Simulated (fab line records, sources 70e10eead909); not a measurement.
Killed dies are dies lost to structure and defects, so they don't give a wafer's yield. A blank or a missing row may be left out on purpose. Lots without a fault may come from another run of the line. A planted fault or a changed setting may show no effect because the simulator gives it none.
fab line records | flow nand_harc
record lots=13 wafers=39 last_day=34
route steps=1302 shown A_SGD_CUT@890
lots that met no fault: from a run of the same line without faults
start_h: hours from the record's first day to the start of the lot's first wafer shown | wait_h: hours since the lot's step before | " the same as in the row above | L1.1+2: a row that stands for several wafers | - no value, or no start given | * or withheld: withheld | < > ~ a bound
route shown NAME@n: a module of which the file shows steps, and the number in the route of the first | usual: mean/standard deviation of fault-free wafers | same: alike in all rows | chamber/n: place in a boat | sites: the reading at each site | _std_site: their standard deviation | _edge_site: outer sites' mean less inner sites' | radius_mm: how far each site lies from the wafer's centre | mask NAME#n: copy n | behind: the tool/chamber that last shaped the wafer | hold: why the lot was held/for how many hours/how that ended | device: the transistor (n, p or np) that didn't switch | end of line: the same wafers' tests at the end of the route | a step without rows: its recipe alone | killed: dies lost to structure and defects at the first sort, not the wafer's yield | map: a wafer's dies, x killed, . not, _ none there
set.NAME: the setting as run; set.NAME@STEP: as run at that earlier step | model.NAME: the simulator's own value behind a step, which no gauge read
steps of the route over a sample of lots; a table a step, a row a wafer
services: from which hour (start_h, from the record's first day; less than 0 if before it) a tool's chamber was out of use, for how many hours, and why
## steps
# step NHARC_A_SGD_CUT_DEP_00
# recipe target_thk_a=500 temp_c=400 target_thk_nm=50 flow_sccm=200 rf_w=450 material=SiNx
# usual heater_power_w=677/70 rf_fwd_power_W=448.4/1.4
# columns lot.wafer tool chamber start_h wait_h heater_power_w rf_fwd_power_W since_wet_clean_h
L451.3 pecvd-02 2 447.17 0.1 681 448.7 26
L451.6 " 1 " " 804 447.3 -
L451.5 " 2 " " 670 448.8 -
L452.2 pecvd-02 1 449.95 0.1 766 447.3 29
L452.1 " 2 " " 690 448.4 29
L452.3 " 0 " " 585 447.7 29
L454.2 pecvd-04 1 478.63 0.1 602 451.3 16
L454.5 " 0 " " 727 449.6 -
L454.4 " 1 " " 609 447.9 -
L458.1 pecvd-04 2 505.29 0.1 697 449.0 42
L458.5 " 2 " " 698 449.4 -
L458.6 " 0 " " 691 448.9 -
L456.3 pecvd-03 0 505.30 0.1 589 447.2 126
L456.5 " 2 " " 706 450.9 -
L456.6 " 0 " " 584 449.2 -
L457.1 pecvd-03 1 529.81 0.1 692 447.8 151
L457.3 " 2 " " 682 449.4 151
L457.4 " 0 " " 646 448.9 -
L459.1 pecvd-03 2 536.36 0.1 694 448.5 157
L459.5 " 0 " " 575 448.6 -
L459.6 " 2 " " 710 446.4 -
L461.3 pecvd-04 0 536.47 0.1 750 449.3 73
L461.1 " 1 " " 583 447.3 74
L461.5 " 0 " " 724 449.4 -
L460.3 pecvd-04 0 543.72 0.1 585 451.2 81
L460.1 " 1 " " 561 447.8 81
L460.6 " 0 " " 590 450.6 -
L463.3 pecvd-03 0 586.53 0.1 656 448.3 26
L463.2 " 1 " " 664 449.9 26
L463.1 " 2 " " 622 449.1 26
L465.3 pecvd-02 2 586.92 0.2 732 450.9 166
L465.5 " 0 " " 560 447.7 -
L465.6 " 2 " " 736 450.9 -
L472.1 pecvd-02 0 661.93 0.1 553 447.5 60
L472.4 " 1 " " 746 449.2 -
L472.6 " 2 " " 693 447.1 -
L473.2 pecvd-04 2 665.86 0.1 788 447.9 22
L473.1 " 0 " " 684 449.7 22
L473.5 " 1 " " 632 447.9 -
# step NHARC_A_SGD_CUT_CD_MEAS_09
# recipe target_cd_nm=100 landing_energy_ev=500
# usual cd_nm=100.0/0.59
# columns lot.wafer tool chamber start_h wait_h cd_nm
L451.3 cd_sem-01 0 447.74 - 99.4
L451.5 " 0 " " 101.0
L451.6 " 0 " " 100.5
L452.1 cd_sem-01 0 450.55 - 99.6
L452.2 " 0 " " 100.2
L452.3 " 0 " " 99.9
L454.2 cd_sem-01 0 479.17 - 100.4
L454.4 " 0 " " 99.5
L454.5 " 0 " " 100.0
L456.3 cd_sem-03 0 505.97 - 99.6
L456.5 " 0 " " 99.3
L456.6 " 0 " " 99.6
L458.1 cd_sem-01 0 505.99 - 99.2
L458.5 " 0 " " 99.9
L458.6 " 0 " " 98.7
L457.1 cd_sem-01 0 530.40 - 99.7
L457.3 " 0 " " 100.4
L457.4 " 0 " " 100.1
L459.1 cd_sem-03 0 537.03 - 100.6
L459.5 " 0 " " 100.9
L459.6 " 0 " " 99.5
L461.1 cd_sem-02 0 537.18 - 100.1
L461.3 " 0 " " 101.5
L461.5 " 0 " " 100.9
L460.1 cd_sem-03 0 544.45 - 100.9
L460.3 " 0 " " 99.9
L460.6 " 0 " " 101.3
L463.1 cd_sem-02 0 587.25 - 99.6
L463.2 " 0 " " 100.7
L463.3 " 0 " " 100.3
L465.3 cd_sem-01 0 587.59 - 100.0
L465.5 " 0 " " 99.8
L465.6 " 0 " " 99.9
L472.1 cd_sem-02 0 662.59 - 100.3
L472.4 " 0 " " 100.4
L472.6 " 0 " " 100.1
L473.1 cd_sem-01 0 666.56 - 99.6
L473.2 " 0 " " 99.2
L473.5 " 0 " " 99.3
# step NHARC_A_SGD_CUT_OVL_MEAS_10
# usual overlay_x_nm=0.1/0.67 overlay_y_nm=0.1/0.65
# columns lot.wafer tool chamber start_h wait_h overlay_x_nm overlay_y_nm
L451.3 overlay-02 - 447.82 - -0.1 -0.6
L451.5 " - " " -0.2 0.1
L451.6 " - " " 0.8 0.1
L452.1 overlay-01 - 450.65 - 0.6 -0.1
L452.2 " - " " -0.8 0.2
L452.3 " - " " 0.7 -0.2
L454.2 overlay-02 - 479.26 - 0.4 1.0
L454.4 " - " " -0.3 0.4
L454.5 " - " " 0.8 0.6
L456.3 overlay-02 - 506.05 - 1.2 0.6
L456.5 " - " " 0.3 0.3
L456.6 " - " " 0.4 0.2
L458.1 overlay-01 - 506.08 - 0.4 -0.2
L458.5 " - " " 0.3 0.4
L458.6 " - " " 0.2 -0.2
L457.1 overlay-02 - 530.49 - -0.2 -1.5
L457.3 " - " " -0.4 -1.8
L457.4 " - " " 0.2 -1.3
L459.1 overlay-01 - 537.11 - -0.4 -0.5
L459.5 " - " " -0.1 -0.7
L459.6 " - " " -0.1 -0.5
L461.1 overlay-02 - 537.27 - -1.0 -0.1
L461.3 " - " " -0.9 -0.1
L461.5 " - " " -1.0 -0.4
L460.1 overlay-02 - 544.53 - -0.1 0.3
L460.3 " - " " 0.7 0.1
L460.6 " - " " -0.3 0.5
L463.1 overlay-02 - 587.34 - 0.6 -1.0
L463.2 " - " " 0.5 -1.3
L463.3 " - " " 0.5 -0.4
L465.3 overlay-02 - 587.67 - 0.7 0.6
L465.5 " - " " 1.0 0.9
L465.6 " - " " 1.5 0.5
L472.1 overlay-02 - 662.68 - 0.0 0.9
L472.4 " - " " 0.2 0.5
L472.6 " - " " -0.4 0.9
L473.1 overlay-02 - 666.66 - 0.8 0.8
L473.2 " - " " 0.8 0.5
L473.5 " - " " 1.2 0.8
# step NHARC_A_SGD_CUT_DEP_20
# recipe target_thk_a=1500 temp_c=65 material=SiO2
# columns lot.wafer tool chamber start_h wait_h
L451.3+6+5 fcvd-01 1,0,1 449.12 -
L452.1+2+3 fcvd-01 1,0,1 451.87 -
L454.2+4+5 fcvd-02 1,0,0 480.49 -
L456.3+5+6 fcvd-02 0,0,1 507.32 -
L458.1+5+6 fcvd-01 0,1,0 507.35 -
L457.1+3+4 fcvd-01 0,0,1 531.70 -
L459.1+6+5 fcvd-01 0,0,1 538.34 -
L461.1+3+5 fcvd-02 0,1,1 538.51 -
L460.1+3+6 fcvd-02 1,0,1 545.77 -
L463.2+1+3 fcvd-02 0,1,0 588.55 -
L465.3+5+6 fcvd-02 1,0,1 589.15 -
L472.1+4+6 fcvd-02 0,1,0 664.07 -
L473.2+1+5 fcvd-01 1,0,1 667.89 -
# step NHARC_A_SGD_CUT_CMP_21
# recipe target_thk_nm=148.19
# usual edge_zone_pressure_frac=1.001/0.0052 motor_current_A=11.8/1.6 time_to_endpoint_s=49.5/2.7
# columns lot.wafer tool chamber start_h wait_h edge_zone_pressure_frac motor_current_A time_to_endpoint_s
L452.3 cmp-04 0 455.00 0.4 1.002 10.1 50.3
L452.2 " 1 " " 1.011 12.9 48.5
L452.1 " 2 " " 1.000 13.1 48.2
L451.3 cmp-01 0 455.05 0.4 1.004 9.3 49.4
L451.6 " 1 " " 1.003 11.7 47.3
L451.5 " 2 " " 0.994 10.7 50.5
L454.4 cmp-04 1 485.29 0.4 1.003 13.6 47.4
L454.2 " 2 " " 1.001 12.7 51.8
L454.5 " 1 " " 0.996 12.9 47.2
L456.3 cmp-01 2 512.04 0.4 1.001 10.6 50.6
L456.5 " 2 " " 1.003 10.8 50.6
L456.6 " 3 " " 0.995 11.7 44.9
L458.1 cmp-03 1 512.04 0.4 1.008 10.4 56.0
L458.6 " 1 " " 0.999 10.7 50.9
L458.5 " 2 " " 0.999 12.1 51.0
L457.4 cmp-03 1 536.54 0.4 0.994 11.1 51.6
L457.3 " 2 " " 1.002 11.7 51.8
L457.1 " 3 " " 1.003 15.4 44.8
L459.1 cmp-01 0 543.14 0.4 1.009 9.6 49.4
L459.5 " 3 " " 1.006 11.0 45.7
L459.6 " 0 " " 0.998 9.4 49.9
L461.1 cmp-04 2 543.17 0.4 1.005 13.0 47.9
L461.3 " 3 " " 0.998 9.9 49.9
L461.5 " 0 " " 0.988 9.9 48.4
L460.3 cmp-01 3 550.78 0.4 1.007 11.4 49.4
L460.1 " 0 " " 1.003 9.8 51.9
L460.6 " 3 " " 1.002 11.3 48.6
L463.3 cmp-03 1 593.21 0.4 1.013 10.9 102.1
L463.2 " 2 " " 1.008 11.5 93.9
L463.1 " 3 " " 0.982 15.7 44.7
L465.3 cmp-03 3 593.48 0.7 0.998 15.7 45.8
L465.5 " 3 " " 0.994 15.0 92.0
L465.6 " 0 " " 1.011 12.8 49.3
L473.1 cmp-04 1 670.52 0.4 1.003 12.8 47.5
L473.2 " 3 " " 1.002 10.8 56.0
L473.5 " 1 " " 1.000 12.9 46.8
L472.1 cmp-03 3 670.55 0.4 1.001 15.3 45.8
L472.4 " 1 " " 1.001 10.4 48.3
L472.6 " 3 " " 1.002 15.6 45.8
## services
# columns tool chamber start_h hours kind
pecvd-02 - 435.28 1.9 repair
pecvd-03 2 440.93 10.4 repair
fcvd-02 - 448.05 0.9 repair
fcvd-02 - 450.00 13.0 pm
pecvd-04 - 450.00 13.0 pm
cmp-03 - 456.24 4.0 pm
cmp-04 - 460.96 1.6 repair
cmp-04 - 465.28 4.3 repair
cmp-01 - 467.44 0.8 repair
cmp-04 - 478.79 4.5 repair
cmp-01 - 490.28 2.0 repair
cmp-01 - 496.44 2.6 repair
cmp-04 - 503.06 4.0 pm
pecvd-02 0 511.88 20.5 repair
cmp-04 - 514.29 1.1 repair
cmp-04 - 520.76 16.2 repair
cmp-03 - 531.00 1.0 repair
fcvd-01 - 547.00 13.0 pm
cmp-03 - 554.33 4.0 pm
pecvd-04 1 560.85 5.8 repair
cmp-03 - 569.78 1.8 repair
fcvd-02 - 631.00 13.0 pm
pecvd-04 - 631.00 13.0 pm
cmp-03 - 652.33 4.0 pm
## key
first_sign step=NHARC_A_SGD_CUT_CMP_21 reading=time_to_endpoint_s direction=up sigmas=17 usual=* struck=*
effect none on later readings
met_at NHARC_A_SGD_CUT_DEP_20
struck_lots L463,L465
struck_wafers L463.2,L463.3,L465.5
tester_left_out L463,L465
not_acting_at NHARC_A_SGD_CUT_DEP_00,NHARC_A_SGD_CUT_CD_MEAS_09,NHARC_A_SGD_CUT_OVL_MEAS_10
onset_between 545.77 588.55
fault kind=process_parameter_drift tool=fcvd-02 chamber=0 onset_h=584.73 steps=NHARC_A_SGD_CUT_DEP_20 channel=target_thk_a offset=* shape=step end_h=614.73 acts_in=* stated=*
# tester_left_out: of these lots the tester's yield and bins aren't shown, on N5 and GAA mostly nor the transistor test; their killed dies are dies lost to structure and defects alone, not to doping, threshold or leakage, so they don't give the yield
